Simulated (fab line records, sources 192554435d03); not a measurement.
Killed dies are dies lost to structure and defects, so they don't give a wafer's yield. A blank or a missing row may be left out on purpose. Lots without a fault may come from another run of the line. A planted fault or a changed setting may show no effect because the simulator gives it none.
Split-lot experiment | flow n5_finfet | 7 lots, 39 wafers read, on a route of 1938 steps

THE SPLIT
At N5_BEOL_M8_TRENCH_ETCH_37 (etches SiCOH lowk in C4F6/O2, target depth 93.478 nm, time 31.2 s), the setting time_s was moved away from the recipe's 31.2 s on 9 of the 39 wafers read, by -29.6% to +55.9%. The other wafers ran this setting at the recipe's value.

FROM THE SPLIT TO THE READING: what the file shows between them, 8 steps
- N5_BEOL_M8_ETCH_41: etches SiCN in CH3F/O2, target depth 31.9 nm, time 57.8 s
- N5_BEOL_M8_STRIP_80: strips in N2/H2, time 10 s
- N5_BEOL_M8_OCD_MEAS_38
- N5_BEOL_M8_HM_STRIP_39: strips TiN in peroxide tin strip, target depth 25 nm, time 158 s
- N5_BEOL_M8_SRD_40: time 30 s
- N5_BEOL_M8_ECD_50: material Cu, target thk 300 nm
- N5_BEOL_M8_ANNEAL_51: time 90 s
- N5_BEOL_M8_CMP_52: polishes, stops on SiCOH lowk, t overpolish 6.9 s, target thk 80 nm

THE READING
M8_THK, in nm, at N5_BEOL_M8_THK_MEAS_53 (measures by xrf). Fault-free wafers of this fab line usually give 78.1 nm, standard deviation 1.8 nm.

wafer  | tool, chamber at the split | time_s as run, s | against the recipe | M8_THK, nm | against lot-mates on the recipe
L074.1 | rie_diel-06, 0             | 31.2             | recipe             | 76.9       | -
L074.2 | rie_diel-06, 2             | 25.56            | -18.1%             | 59.3       | -17.5
L074.3 | rie_diel-06, 1             | 31.2             | recipe             | 76.9       | -
L074.4 | rie_diel-06, 3             | 25.56            | -18.1%             | 63.0       | -13.8
L074.5 | rie_diel-06, 2             | 25.56            | -18.1%             | 59.9       | -16.9
L074.6 | rie_diel-06, 1             | 31.2             | recipe             | 76.5       | -
L076.1 | rie_diel-05, 3             | 31.2             | recipe             | 76.6       | -
L076.2 | rie_diel-05, 1             | 31.2             | recipe             | 77.5       | -
L076.5 | rie_diel-05, 1             | 31.2             | recipe             | 79.2       | -
L077.1 | rie_diel-06, 3             | 21.98            | -29.6%             | 52.3       | -25.0
L077.2 | rie_diel-06, 2             | 21.98            | -29.6%             | 49.7       | -27.6
L077.3 | rie_diel-06, 0             | 31.2             | recipe             | 78.4       | -
L077.4 | rie_diel-06, 1             | 31.2             | recipe             | 76.8       | -
L077.5 | rie_diel-06, 1             | 21.98            | -29.6%             | 49.0       | -28.3
L077.6 | rie_diel-06, 2             | 31.2             | recipe             | 76.8       | -
L081.1 | rie_diel-03, 2             | 31.2             | recipe             | 78.7       | -
L081.2 | rie_diel-03, 0             | 31.2             | recipe             | 74.4       | -
L081.3 | rie_diel-03, 1             | 31.2             | recipe             | 80.5       | -
L081.4 | rie_diel-03, 2             | 31.2             | recipe             | 78.7       | -
L081.5 | rie_diel-03, 1             | 31.2             | recipe             | 80.1       | -
L081.6 | rie_diel-03, 0             | 31.2             | recipe             | 74.8       | -
L083.1 | rie_diel-06, 3             | 31.2             | recipe             | 79.7       | -
L083.2 | rie_diel-06, 0             | 31.2             | recipe             | 78.4       | -
L083.3 | rie_diel-06, 2             | 31.2             | recipe             | 76.4       | -
L083.4 | rie_diel-06, 1             | 31.2             | recipe             | 77.0       | -
L083.5 | rie_diel-06, 3             | 31.2             | recipe             | 80.6       | -
L083.6 | rie_diel-06, 0             | 31.2             | recipe             | 78.1       | -
L091.1 | rie_diel-05, 0             | 31.2             | recipe             | 79.9       | -
L091.2 | rie_diel-05, 2             | 31.2             | recipe             | 76.6       | -
L091.3 | rie_diel-05, 1             | 31.2             | recipe             | 78.9       | -
L091.4 | rie_diel-05, 0             | 48.64            | +55.9%             | 133.9      | +55.4
L091.5 | rie_diel-05, 2             | 48.64            | +55.9%             | 125.5      | +47.0
L091.6 | rie_diel-05, 1             | 48.64            | +55.9%             | 130.2      | +51.7
L097.1 | rie_diel-05, 1             | 31.2             | recipe             | 76.1       | -
L097.2 | rie_diel-05, 0             | 31.2             | recipe             | 77.6       | -
L097.3 | rie_diel-05, 3             | 31.2             | recipe             | 77.9       | -
L097.4 | rie_diel-05, 2             | 31.2             | recipe             | 79.6       | -
L097.5 | rie_diel-05, 1             | 31.2             | recipe             | 77.7       | -
L097.6 | rie_diel-05, 2             | 31.2             | recipe             | 79.5       | -

THE FIT
A straight line over all 39 wafers: M8_THK changes by +0.932 nm for each +1% of time_s; r = +0.99; the points scatter about the line by 1.8 nm.
The same after taking each lot's own level away (the mean of its wafers on the recipe; 39 wafers): +0.916 nm for each +1%; r = +0.99; scatter 1.8 nm.
On that fit, the largest move of time_s shifts the reading by 51 nm.
The lots' own levels span 76.77 to 78.47 nm, that is 0.9 times the standard deviation above.
So the lot-to-lot level changes the slope little: the two slopes agree.
Check: with one of the wafers moved furthest among these (+55.9%) left out of the fit, the line predicts +49.8 nm for it against its lot-mates. It came out at +55.4 nm against them.

THE WHOLE CHAIN: every reading that the file lists as answering this split, in the file's order
step                      | what it does                                                        | reading                                                                          | change (the file's fit)                                                              | r (the file's)
N5_BEOL_M8_TRENCH_ETCH_37 | etches SiCOH lowk in C4F6/O2, target depth 93.478 nm, time 31.2 s   | BEOL_M8.feature_depth_nm (the simulator's own value, which no gauge read)        | +0.927 nm for each +1% of the setting                                                | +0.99
N5_BEOL_M8_TRENCH_ETCH_37 | etches SiCOH lowk in C4F6/O2, target depth 93.478 nm, time 31.2 s   | etch.depth_nm (the simulator's own value, which no gauge read)                   | +0.926 nm for each +1% of the setting                                                | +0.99
N5_BEOL_M8_TRENCH_ETCH_37 | etches SiCOH lowk in C4F6/O2, target depth 93.478 nm, time 31.2 s   | TiN_of_BEOL_M8_HM_DEP_02.thk_nm (the simulator's own value, which no gauge read) | -0.0229 nm for each +1% of the setting                                               | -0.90
N5_BEOL_M8_OCD_MEAS_38    |                                                                     | trench_depth_nm                                                                  | +0.928 nm for each +1% of the setting                                                | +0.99
N5_BEOL_M8_CMP_52         | polishes, stops on SiCOH lowk, t overpolish 6.9 s, target thk 80 nm | Cu_of_BEOL_M8_ECD_50.thk_nm (the simulator's own value, which no gauge read)     | +0.943 nm for each +1% of the setting                                                | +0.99
N5_BEOL_M8_THK_MEAS_53    | measures by xrf                                                     | M8_THK                                                                           | +0.916 for each +1% of the setting                                                   | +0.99
N5_BEOL_M8_RS_MEAS_57     | measures by four-point-probe                                        | M8_RS                                                                            | not straight: 0.486 at the lowest setting, 0.287 at the recipe, 0.159 at the highest | not given

THE FILE'S OWN FIT
M8_THK changes by +0.916 nm for each +1% of time_s, r = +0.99.
